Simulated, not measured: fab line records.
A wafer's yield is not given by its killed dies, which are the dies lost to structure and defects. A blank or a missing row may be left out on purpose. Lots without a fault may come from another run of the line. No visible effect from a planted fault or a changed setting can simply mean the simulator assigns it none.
Chamber matching :: flow nand_harc :: NHARC_A_STAIRCASE_TRIM_220 on rie_diel-04 has 4 sister chambers
The step chemistry O2, time 211.2 s. 7 wafers are shown with their chamber, then 9 later ones without.

WAFERS, EACH WITH ITS CHAMBER
wafer: L080.2
chamber: 3
showerhead_plenum_p_Torr (Torr): 3.45
drypump_motor_current_A (A): 6.5

wafer: L086.3
chamber: 0
showerhead_plenum_p_Torr (Torr): 3.58
drypump_motor_current_A (A): 5.2

wafer: L084.1
chamber: 2
showerhead_plenum_p_Torr (Torr): 3.58
drypump_motor_current_A (A): 5.7

wafer: L084.4
chamber: 1
showerhead_plenum_p_Torr (Torr): 3.72
drypump_motor_current_A (A): 5.3

wafer: L088.4
chamber: 2
showerhead_plenum_p_Torr (Torr): 3.57
drypump_motor_current_A (A): 5.7

wafer: L088.5
chamber: 1
showerhead_plenum_p_Torr (Torr): 3.71
drypump_motor_current_A (A): 5.3

wafer: L088.6
chamber: 0
showerhead_plenum_p_Torr (Torr): 3.56
drypump_motor_current_A (A): 5.3

WAFERS WITH NO CHAMBER GIVEN
wafer: L090.1
showerhead_plenum_p_Torr (Torr): 3.56
drypump_motor_current_A (A): 5.2

wafer: L090.3
showerhead_plenum_p_Torr (Torr): 3.57
drypump_motor_current_A (A): 5.6

wafer: L090.6
showerhead_plenum_p_Torr (Torr): 3.57
drypump_motor_current_A (A): 5.7

wafer: L090.2
showerhead_plenum_p_Torr (Torr): 3.71
drypump_motor_current_A (A): 5.3

wafer: L090.4
showerhead_plenum_p_Torr (Torr): 3.43
drypump_motor_current_A (A): 6.4

wafer: L090.5
showerhead_plenum_p_Torr (Torr): 3.43
drypump_motor_current_A (A): 6.4

wafer: L094.2
showerhead_plenum_p_Torr (Torr): 3.70
drypump_motor_current_A (A): 5.3

wafer: L094.3
showerhead_plenum_p_Torr (Torr): 3.42
drypump_motor_current_A (A): 6.5

wafer: L094.4
showerhead_plenum_p_Torr (Torr): 3.56
drypump_motor_current_A (A): 5.7

THE CHAMBER EACH PASSED THROUGH
wafer: L090.1
from the rows above: 0
in truth: 0

wafer: L090.3
from the rows above: 2
in truth: 2

wafer: L090.6
from the rows above: 2
in truth: 2

wafer: L090.2
from the rows above: 1
in truth: 1

wafer: L090.4
from the rows above: 3
in truth: 3

wafer: L090.5
from the rows above: 3
in truth: 3

wafer: L094.2
from the rows above: 1
in truth: 1

wafer: L094.3
from the rows above: 3
in truth: 3

wafer: L094.4
from the rows above: 2
in truth: 2
Correctly placed: 9 of 9. Number that these rows cannot place: 0. Number placed wrongly: 0.
How it was worked out, from the rows above alone: a wafer's distance from a chamber is the root of the sum, over the readings, of the square of ((its reading less the chamber's mean) divided by the reading's scatter). If the next closest chamber is less than 2 further off than the closest, the wafer can't be placed; otherwise it belongs to the closest. A chamber's mean is the mean of its shown wafers. The scatter is the square root of a quotient: the sum, over the shown wafers, of each reading's squared deviation from its chamber's mean, divided by wafers minus chambers.
